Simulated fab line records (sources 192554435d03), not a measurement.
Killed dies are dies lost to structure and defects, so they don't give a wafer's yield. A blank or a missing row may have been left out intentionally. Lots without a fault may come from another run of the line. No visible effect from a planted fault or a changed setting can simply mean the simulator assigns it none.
Lot-split experiment -- flow n5-finfet -- 7 lots, 21 wafers read, on a route of 1938 steps

THE SPLIT
At N5_BEOL_M10_PEB_26 (peb time 60 s), the setting peb-time-s was moved away from the recipe's 60 s on 11 of the 21 wafers read, by -17.7% to +15.7%. For the rest of the wafers, this setting stayed at what the recipe calls for.

FROM SPLIT TO READING: 1 step shown by the file between the two
- N5_BEOL_M10_DEVELOP_27: develop time 30 s

THE READING
cd-nm (nm) at N5_BEOL_M10_CD_MEAS_28, where the cd target is 70 nm. Fault-free wafers of this fab line usually give 70.0 nm, standard deviation 1.2 nm.

wafer,"tool, chamber at the split","peb-time-s as run, s",against the recipe,"cd-nm, nm",against lot-mates on the recipe
L074.1,"litho-track-04, 0",49.39,-17.7%,62.5,-8.8
L074.2,"litho-track-04, 0",60,recipe,72.2,-
L074.5,"litho-track-04, 0",60,recipe,70.4,-
L079.1,"litho-track-02, 0",68.43,+14.1%,73.3,+6.7
L079.3,"litho-track-02, 0",60,recipe,66.6,-
L079.4,"litho-track-02, 0",68.43,+14.1%,74.2,+7.6
L087.1,"litho-track-04, 0",60,recipe,70.4,-
L087.4,"litho-track-04, 0",60,recipe,69.9,-
L087.6,"litho-track-04, 0",60,recipe,69.8,-
L089.3,"litho-track-02, 0",67.13,+11.9%,74.3,+4.6
L089.5,"litho-track-02, 0",60,recipe,69.7,-
L089.6,"litho-track-02, 0",67.13,+11.9%,74.5,+4.8
L088.3,"litho-track-05, 0",64.99,+8.3%,73.0,+3.1
L088.4,"litho-track-05, 0",60,recipe,69.9,-
L088.5,"litho-track-05, 0",64.99,+8.3%,73.2,+3.3
L094.1,"litho-track-05, 0",51.51,-14.2%,62.5,-7.5
L094.2,"litho-track-05, 0",51.51,-14.2%,62.3,-7.7
L094.4,"litho-track-05, 0",60,recipe,70.0,-
L097.1,"litho-track-05, 0",69.45,+15.7%,76.2,+3.3
L097.2,"litho-track-05, 0",60,recipe,72.9,-
L097.6,"litho-track-05, 0",69.45,+15.7%,76.3,+3.4

THE FIT
A straight line over all 21 wafers: cd-nm changes by +0.408 nm for each +1% of peb-time-s; r = +0.94; the points scatter about the line by 1.4 nm.
The same after taking each lot's own level away (the mean of its wafers on the recipe; 21 wafers): +0.429 nm for each +1%; r = +0.96; scatter 1.2 nm.
The reading moves by 7.6 nm for the largest change in peb-time-s, on that fit.
The lots' own levels span 66.60 to 72.90 nm, that is 5.3 times the standard deviation above.
Consequently the slope shifts little with the lot-to-lot level, the two slopes agreeing.
Check: -7.82 nm against its lot-mates is what the line predicts for one of the wafers moved furthest among these (-17.7%) when that wafer is left out of the fit. It came out at -8.8 nm against them.

FURTHER SPLITS ON THESE WAFERS
These wafers also went through other splits before the reading. Each is held against what the fit with the lots' levels taken away leaves over:
other split on the same wafers,wafers away from the commonest value,r with cd-nm (lot level and that fit taken away)
N5_BEOL_M2_ETCH_69 bias-w,9,-0.09
N5_BEOL_M5_ETCH_72 bias-w,7,+0.21
N5_BEOL_M5_COAT_66 spin-rpm,6,+0.36
N5_BEOL_M6_PECVD_70 time-s,8,+0.17
N5_BEOL_M7_ILD_DEP_00 time-s,8,-0.11
N5_BEOL_M8_ETCH_62 time-s,10,+0.22
N5_BEOL_M9_EXPOSE_25 dose-mj,8,+0.42
N5_BEOL_M10_ETCH_62 time-s,4,-0.47

FILE'S OWN FIT
cd-nm changes by +0.428 nm for each +1% of peb-time-s, r = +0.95.
